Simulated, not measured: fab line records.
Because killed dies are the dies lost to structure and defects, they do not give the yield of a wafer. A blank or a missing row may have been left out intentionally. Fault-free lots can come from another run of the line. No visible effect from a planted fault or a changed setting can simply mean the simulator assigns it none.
The tool behind it: which one? :: flow nand harc :: at 1 step of a route of 1302, 6 lots with 18 wafers sampled

== WHAT THE GAUGES SHOWED, per wafer ==
NHARC_A_BLC_INSPECT_28.
lot: L434
measured: day 23 17:55
on: defect inspect-01
raw defect count: 614 452 589

lot: L435
measured: day 24 10:13
on: defect inspect-02
raw defect count: 337 359 328

lot: L441
measured: day 26 07:22
on: defect inspect-02
raw defect count: 631 553 670

lot: L443
measured: day 27 11:23
on: defect inspect-01
raw defect count: 824 598 880

lot: L450
measured: day 29 21:01
on: defect inspect-01
raw defect count: 374 469 385

lot: L452
measured: day 30 21:14
on: defect inspect-01
raw defect count: 417 400 497

== WHICH TOOL RAN EACH LOT (tool, then ch and the chambers of the sampled wafers, then the start) ==
Record: no process step prior to these readings.

== THE ANSWER, worked out from the rows above alone ==
Rule: the usual values come from the lots themselves. The widest of any qualifying gaps counts: lots, ordered by their means at a reading, are off when they make up no more than a third of the lots, leave a main group of 4 or more, and stand apart from it by 3 or more times the standard deviation of that group's means. A main group is skipped when, at the precision printed for the reading in the tables above, its means are all equal. Also off: a lot with no number at a reading for which 4 or more lots have one. All remaining lots with rows at the step are treated as sound.
Nothing can be told from this: no lot is off at any reading shown.

== WHAT THE SIMULATOR HAD PUT IN ==
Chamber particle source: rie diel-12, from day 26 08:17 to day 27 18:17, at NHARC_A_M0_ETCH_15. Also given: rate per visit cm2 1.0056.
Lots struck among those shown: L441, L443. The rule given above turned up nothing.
